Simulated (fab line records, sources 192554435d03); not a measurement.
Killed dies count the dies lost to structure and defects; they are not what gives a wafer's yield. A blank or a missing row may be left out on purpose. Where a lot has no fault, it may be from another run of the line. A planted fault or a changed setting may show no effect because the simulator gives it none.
Which tool was responsible?	flow n5-finfet	Sampling: 24 lots, 72 wafers, 3 of 1938 route steps

## WHAT THE GAUGES READ, wafer by wafer
N5_HKMG_FIN_THK_MEAS_70: measures by xrf. Usual: HK_THK 1.594 nm, standard deviation 0.021.
lot	measured	on	HK_THK (nm)	flag
L074	day 4 02:08	film-metro-02	1.599 1.649 1.631	
L075	day 4 11:41	film-metro-01	1.589 1.602 1.598	
L076	day 4 14:42	film-metro-02	1.605 1.579 1.547	
L077	day 4 21:55	film-metro-02	1.586 1.572 1.585	
L078	day 5 03:19	film-metro-02	1.588 1.589 1.572	
L079	day 5 10:10	film-metro-02	1.636 1.621 1.596	
L080	day 5 14:44	film-metro-01	1.593 1.600 1.587	
L081	day 5 20:03	film-metro-02	1.562 1.598 1.603	
L082	day 6 01:58	film-metro-01	1.593 1.595 1.613	
L083	day 6 06:41	film-metro-02	1.623 1.635 1.627	
L084	day 6 14:33	film-metro-02	1.594 1.608 1.604	
L085	day 6 21:34	film-metro-02	1.585 1.573 1.601	
L086	day 7 04:28	film-metro-02	1.593 1.576 1.592	
L087	day 7 10:42	film-metro-02	1.602 1.596 1.598	
L088	day 7 16:56	film-metro-02	1.596 1.632 1.550	
L089	day 7 20:04	film-metro-02	1.608 1.613 1.586	
L090	day 8 03:37	film-metro-02	1.579 1.586 1.579	
L091	day 8 09:01	film-metro-02	1.617 1.610 1.597	
L092	day 8 13:24	film-metro-02	1.604 1.550 1.570	
L093	day 8 18:23	film-metro-02	1.573 1.586 1.571	
L094	day 9 01:18	film-metro-02	1.569 1.594 1.598	
L095	day 9 09:32	film-metro-02	1.636 1.642 1.609	
L096	day 9 15:50	film-metro-02	1.580 1.606 1.601	
L097	day 9 22:19	film-metro-01	1.587 1.597 1.611	

N5_HKMG_FIN_INSPECT_28: inspects for defects (darkfield). Usual: 38 for raw-defect-count, sd 16.
lot	measured	on	raw-defect-count	flag
L074	day 4 07:30	defect-inspect-02	49 37 62	
L075	day 4 18:00	defect-inspect-01	26 77 49	
L076	day 4 20:49	defect-inspect-02	38 34 55	
L077	day 5 04:05	defect-inspect-02	32 58 56	
L078	day 5 09:07	defect-inspect-02	52 28 38	
L079	day 5 15:23	defect-inspect-02	27 92 43	
L080	day 5 20:14	defect-inspect-02	45 30 33	
L081	day 6 01:17	defect-inspect-01	53 45 79	
L082	day 6 07:12	defect-inspect-02	37 34 38	
L083	day 6 12:07	defect-inspect-01	44 32 47	
L084	day 6 20:05	defect-inspect-01	55 56 28	
L085	day 7 02:56	defect-inspect-02	53 49 47	
L086	day 7 10:07	defect-inspect-02	68 53 21	
L087	day 7 16:10	defect-inspect-01	33 15 23	
L088	day 7 22:10	defect-inspect-02	18 30 37	
L089	day 8 01:34	defect-inspect-01	21 18 23	
L090	day 8 09:31	defect-inspect-02	43 46 27	
L091	day 8 14:31	defect-inspect-01	69 37 22	
L092	day 8 18:48	defect-inspect-01	27 17 14	
L093	day 9 00:14	defect-inspect-01	52 39 73	
L094	day 9 06:41	defect-inspect-02	19 19 20	
L095	day 9 15:14	defect-inspect-02	22 78 45	
L096	day 9 21:04	defect-inspect-01	43 27 38	
L097	day 10 03:49	defect-inspect-01	66 39 50	

## WHAT TOOL EACH LOT RAN ON (gives the tool, then ch and the chambers of the sampled wafers, and finally the start)
lot	N5_HKMG_FIN_ALD_91
L074	ald-metal-01 ch 1,2,3, day 4 03:58
L075	ald-metal-04 ch 0,1,2, day 4 14:12
L076	ald-metal-01 ch 0,2,3, day 4 17:04
L077	ald-metal-01 ch 2,3, day 5 00:17
L078	ald-metal-03 ch 0,2,3, day 5 05:37
L079	ald-metal-03 ch 1,2, day 5 11:59
L080	ald-metal-03 ch 2,3, day 5 16:38
L081	ald-metal-01 ch 0,2, day 5 21:52
L082	ald-metal-01 ch 0,1,3, day 6 03:48
L083	ald-metal-01 ch 2,3, day 6 08:37
L084	ald-metal-01 ch 0,2, day 6 16:34
L085	ald-metal-04 ch 1,2,3, day 6 23:31
L086	ald-metal-04 ch 1,2,3, day 7 06:25
L087	ald-metal-04 ch 1,2,3, day 7 12:38
L088	ald-metal-04 ch 0,1, day 7 18:45
L089	ald-metal-04 ch 1,3, day 7 22:01
L090	ald-metal-04 ch 0,2,3, day 8 05:34
L091	ald-metal-04 ch 0,2,3, day 8 10:58
L092	ald-metal-04 ch 2,3, day 8 15:20
L093	ald-metal-01 ch 0,2, day 8 20:49
L094	ald-metal-03 ch 0,3, day 9 03:07
L095	ald-metal-04 ch 0,2,3, day 9 11:28
L096	ald-metal-04 ch 1,2, day 9 17:39
L097	ald-metal-03 ch 0,1,2, day 10 00:16
- N5_HKMG_FIN_ALD_91: deposits TiN, target thk 1 nm, pulse time 1 s, purge time 3 s.

## AS READ BY THE TOOLS THEMSELVES (means over the sampled wafers that have a number; for cases with no such wafer, the mark the record gives instead)
N5_HKMG_FIN_ALD_91. Usual: heater-power-w 875 W, standard deviation 120; precursor-pulse-height-rel 0.999, standard deviation 0.019.
lot	tool	heater-power-w (W)	precursor-pulse-height-rel	flag
L074	ald-metal-01	916	1.000	
L075	ald-metal-04	873	0.990	
L076	ald-metal-01	816	0.996	
L077	ald-metal-01	818	0.982	
L078	ald-metal-03	845	1.013	
L079	ald-metal-03	850	1.008	
L080	ald-metal-03	864	0.991	
L081	ald-metal-01	808	0.998	
L082	ald-metal-01	921	0.997	
L083	ald-metal-01	809	1.013	
L084	ald-metal-01	802	1.001	
L085	ald-metal-04	836	0.983	
L086	ald-metal-04	833	1.000	
L087	ald-metal-04	825	1.016	
L088	ald-metal-04	974	0.990	
L089	ald-metal-04	905	1.003	
L090	ald-metal-04	931	0.989	
L091	ald-metal-04	938	1.000	
L092	ald-metal-04	901	0.996	
L093	ald-metal-01	813	1.015	
L094	ald-metal-03	834	0.996	
L095	ald-metal-04	939	1.005	
L096	ald-metal-04	764	1.006	
L097	ald-metal-03	829	1.000	

## THE ANSWER, worked out from the rows above alone
Rule: take the mean of a lot's wafers that have a number; if it is more than 3 standard deviations from the usual mean, the lot is off. A lot without any number at a reading at which 4 lots or more have one is off too. The other lots that the step has rows for count as sound. Order of review: gauges by route order, followed by the tools' own readings, for which a lot's mean as printed above is used. The first step at which some lot is off is used, and at that step the reading that is off furthest; a lot without a number counts as furthest.
None of the lots is off at any reading shown; this tells nothing.

## WHAT THE SIMULATOR PUT IN
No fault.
